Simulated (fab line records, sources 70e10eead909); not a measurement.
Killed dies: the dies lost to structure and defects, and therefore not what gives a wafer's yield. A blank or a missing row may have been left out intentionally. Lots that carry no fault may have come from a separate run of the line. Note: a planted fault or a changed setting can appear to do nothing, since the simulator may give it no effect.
Which tool did it? || flow nand harc || 18 wafers from 6 lots sampled at 3 of the route's 1302 steps

## WHAT EACH GAUGE READ, for each wafer
NHARC_A_SOURCE_PLATE_INSPECT_08.
{"lot": "L999", "measured": "day 8 16:50", "on": "defect inspect-02", "raw defect count": "61 45 34"}
{"lot": "L101", "measured": "day 9 15:47", "on": "defect inspect-02", "raw defect count": "38 74 39"}
{"lot": "L103", "measured": "day 10 19:41", "on": "defect inspect-01", "raw defect count": "41 67 32"}
{"lot": "L111", "measured": "day 13 19:41", "on": "defect inspect-02", "raw defect count": "382 385 370 390 386 377"}
{"lot": "L112", "measured": "day 14 10:51", "on": "defect inspect-01", "raw defect count": "362 374 391 364 375 384"}
{"lot": "L119", "measured": "day 17 07:49", "on": "defect inspect-02", "raw defect count": "34 24 38"}

## WHICH TOOL RAN EACH LOT (tool, then ch and the chambers of the sampled wafers, then the start)
{"lot": "L999", "NHARC_P_BONDPAD_PVD_27": "pvd sputter-02, day 7 21:02 or earlier", "NHARC_A_SOURCE_PLATE_PRECLEAN_00": "wet bench-09 ch 1,3,4, day 7 21:02"}
{"lot": "L101", "NHARC_P_BONDPAD_PVD_27": "pvd sputter-03, day 8 19:10 or earlier", "NHARC_A_SOURCE_PLATE_PRECLEAN_00": "wet bench-07 ch 0,4,7, day 8 19:10"}
{"lot": "L103", "NHARC_P_BONDPAD_PVD_27": "pvd sputter-02, day 9 20:26 or earlier", "NHARC_A_SOURCE_PLATE_PRECLEAN_00": "wet bench-09 ch 0,1,2, day 9 20:26"}
{"lot": "L111", "NHARC_P_BONDPAD_PVD_27": "pvd sputter-03, day 12 22:33 or earlier", "NHARC_A_SOURCE_PLATE_PRECLEAN_00": "wet bench-07 ch 1,5,6, day 12 22:33"}
{"lot": "L112", "NHARC_P_BONDPAD_PVD_27": "pvd sputter-02, day 13 12:04 or earlier", "NHARC_A_SOURCE_PLATE_PRECLEAN_00": "wet bench-07 ch 1,2,7, day 13 12:04"}
{"lot": "L119", "NHARC_P_BONDPAD_PVD_27": "pvd sputter-03, day 16 10:34 or earlier", "NHARC_A_SOURCE_PLATE_PRECLEAN_00": "wet bench-07 ch 2,3,5, day 16 10:34"}
- NHARC_P_BONDPAD_PVD_27: deposits Cu, target thk 30 nm, time 20.49 s.
- NHARC_A_SOURCE_PLATE_PRECLEAN_00: cleans in HF-LAST, time 60 s.

## THE ANSWER, worked out from the rows above alone
Rule: the usual values come from the lots themselves. Put in order of their means at a reading, lots are off if they are a third of the lots or fewer, leave a main group of 4 or more, and stand apart from it by a gap of 3 or more times the standard deviation of the main group's means; of several such gaps the widest counts. Not used: any main group whose means are identical at the precision the tables above print for the reading. Also off: a lot with no number at a reading for which 4 or more lots have one. Where the step has rows for the other lots, those lots are counted as sound.
Off: L111, L112, at NHARC_A_SOURCE_PLATE_INSPECT_08 (raw defect count). Main group: mean 44, sd 7.
If a tool, at a process step before that reading, ran all the lots that are off and no sound lot after the first of them, it fits. The gauges at NHARC_A_SOURCE_PLATE_INSPECT_08 are tried like those tools. Because NHARC_P_BONDPAD_PVD_27 lacks a start for some lots, the hours and order of its lots are taken from NHARC_A_SOURCE_PLATE_PRECLEAN_00. No candidate that was tried fits.

## WHAT HAD BEEN PUT IN BY THE SIMULATOR
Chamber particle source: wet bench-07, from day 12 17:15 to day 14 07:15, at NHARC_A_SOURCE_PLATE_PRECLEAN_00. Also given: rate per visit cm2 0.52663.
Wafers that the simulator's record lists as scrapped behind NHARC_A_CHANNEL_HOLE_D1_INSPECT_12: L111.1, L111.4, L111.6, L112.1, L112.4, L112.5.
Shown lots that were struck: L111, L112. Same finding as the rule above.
